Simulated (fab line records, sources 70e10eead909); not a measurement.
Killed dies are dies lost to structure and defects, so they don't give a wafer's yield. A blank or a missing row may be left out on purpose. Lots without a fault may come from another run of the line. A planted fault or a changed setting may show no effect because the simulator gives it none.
Chamber matching | flow nand_harc | NHARC_P_M1_CMP_23 on cmp-01: 4 sister chambers
The step polishes, t overpolish 20 s, target thk 157.82 nm. 14 wafers are shown with their chamber, then 7 later ones without.

WAFERS WITH THEIR CHAMBER
wafer  | chamber | motor_current_A (A) | time_to_endpoint_s (s) | retaining_ring_pressure_frac
L075.3 | 1       | 11.6                | 36                     | 1.004
L075.5 | 1       | 11.3                | 37                     | 1.005
L075.6 | 0       | 11.7                | 32                     | 1.005
L077.2 | 1       | 11.3                | 34                     | 1.003
L077.3 | 0       | 12.1                | 32                     | 1.001
L077.4 | 3       | 14.1                | 29                     | 0.996
L085.1 | 1       | 11.3                | 35                     | 0.998
L085.2 | 2       | 11.8                | 32                     | 1.005
L085.4 | 0       | 11.5                | 31                     | 1.002
L087.3 | 2       | 11.3                | 33                     | 1.000
L087.5 | 2       | 11.0                | 37                     | 0.999
L087.6 | 3       | 14.1                | 27                     | 1.002
L090.1 | 2       | 10.5                | 35                     | 1.009
L090.2 | 0       | 12.2                | 35                     | 1.007

SIGNATURES (means of the wafers above)
reading                      | chamber 0 | chamber 1 | chamber 2 | chamber 3 | scatter within a chamber
motor_current_A              | 11.875    | 11.375    | 11.150    | 14.100    | 0.358
time_to_endpoint_s           | 32.50     | 35.50     | 34.25     | 28.00     | 1.75
retaining_ring_pressure_frac | 1.00375   | 1.00250   | 1.00325   | 0.99900   | 0.00367
Rule: a wafer's distance from a chamber is the root of the sum, over the readings, of the square of ((its reading less the chamber's mean) divided by the reading's scatter). The wafer belongs to the nearest chamber; if the next one is less than 2 further off, it can't be placed. The scatter: the root of (the sum of the squares of (reading less its chamber's mean) over the shown wafers, divided by (wafers less chambers)).

WAFERS WITHOUT THEIR CHAMBER
wafer  | motor_current_A (A) | time_to_endpoint_s (s) | retaining_ring_pressure_frac
L090.6 | 11.3                | 38                     | 1.002
L096.2 | 11.2                | 31                     | 0.997
L096.3 | 13.4                | 28                     | 0.995
L096.4 | 11.4                | 33                     | 0.985
L097.2 | 11.6                | 31                     | 0.993
L097.3 | 11.2                | 27                     | 1.005
L097.6 | 14.1                | 24                     | 0.997

WHICH CHAMBER EACH WENT THROUGH
wafer  | from the rows above          | in truth
L090.6 | can't be placed: 1 or 2      | 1
L096.2 | can't be placed: 2 or 0 or 1 | 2
L096.3 | 3                            | 3
L096.4 | can't be placed: 1 or 2 or 0 | 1
L097.2 | can't be placed: 0 or 2 or 1 | 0
L097.3 | can't be placed: 0 or 2 or 1 | 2
L097.6 | 3                            | 3
Placed correctly: 2 of 7. Can't be placed from these rows: 5 (the true chamber is among the candidates in 5). Placed wrongly: 0.
